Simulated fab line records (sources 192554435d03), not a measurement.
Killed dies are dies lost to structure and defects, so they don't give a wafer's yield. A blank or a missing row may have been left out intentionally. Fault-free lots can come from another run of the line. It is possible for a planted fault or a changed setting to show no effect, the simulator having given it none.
8D (eight disciplines) problem report, filled in by code / flow n5_finfet / the parts of the form that need people (team, actions taken, sign-off) are left out

1. THE ISSUE
Wafers without a fault read 24.6 s, standard deviation 0.65; barrier_field_endpoint_s at N5_BEOL_M1_CMP_52 reads a mean of 33.6 s on 3 wafers belonging to 3 lots. That puts it +14 standard deviations away from the usual mean.
The step: polishes, stops on SiOC, t overpolish 6.8 s, target thk 40 nm.
First seen on wafer L488.4, day 8 13:55, on cmp-04. At this step, 27 wafers from 10 lots have a number in the record. By rule, "out" or "out of limits" means more than 4 standard deviations away from the usual mean. Any other wafer with a number is counted as sound.

2. WHAT IT IS; WHAT IT IS NOT
question=which readings at this step | is=barrier_field_endpoint_s | is not=clearing_platen_down_force_psi, edge_zone_pressure_frac, motor_current_A
question=which lots | is=L488, L491, L493 | is not=L483, L484, L485, L489, L497, L504, L505
question=which wafers of those lots | is=L488.4, L491.4, L493.1 | is not=L488.5, L491.2, L493.2
question=read on which tools | is=cmp-01, cmp-04 | is not=cmp-02
question=when | is=from day 8 13:55 | is not=up to then (10 sound wafers); but 14 sound wafers of L489, L491, L493, L497, L504, L505 came after

3. WHAT RULES OUT EACH SUSPECT
Counting: if a tool at a process step up to the reading ran every lot that is out, it stays a suspect. Sound lots after the first of them don't rule it out here, since some wafers of a struck lot are sound.
- pecvd-03 at N5_BEOL_M1_PECVD_72 (deposits SiO2 from TEOS/O2, target thk 16 nm, time 18 s): kept. It processed each lot that is out (first: L488, day 7 12:47); up to then, its last sound lot is L484 (day 6 15:26).
Remaining after the count: pecvd-03 at N5_BEOL_M1_PECVD_72.

4. THE CAUSE (what the simulator had put in)
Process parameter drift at N5_BEOL_M1_PECVD_72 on pecvd-03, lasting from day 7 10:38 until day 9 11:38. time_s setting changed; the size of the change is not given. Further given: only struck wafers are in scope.
The count eliminated every tool but this one.

5. THE CHAIN OF EFFECTS, in route order
One row per reading whose mean, taken over the struck wafers that have a number, lies over 3 standard deviations from the usual. Scope: only readings with a usual standard deviation given in the record; hours: median across lots of the time from each lot's start at the first step in this table that gives one to its start at this step; sigmas: change in usual standard deviations.
hours=0; step=N5_BEOL_M1_CMP_52; reading=barrier_field_endpoint_s; usual=24.6 s; on struck wafers=33.6; change=+9.0; sigmas=+14
It contains these process steps:
- N5_BEOL_M1_CMP_52: polishes, stops on SiOC, t overpolish 6.8 s, target thk 40 nm.
Later steps that measure or inspect, where all struck wafers having a row at the step show a number for every such reading and not one has moved that far: N5_BEOL_M4_RC_MEAS_101.

6. WHAT WOULD HAVE CAUGHT IT SOONER
First out-of-limits reading in this record: day 8 13:55, which is 27 hours after fault onset at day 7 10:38.
Tool readings at N5_BEOL_M1_PECVD_72 with a usual standard deviation given in the record: none out on any struck wafer, hence no alarm at a limit of 4 standard deviations on them.
Of the lots that are out (3), L493 began N5_BEOL_M1_PECVD_72 on pecvd-03 after day 8 13:55. Holding the tool at that time would have saved it.
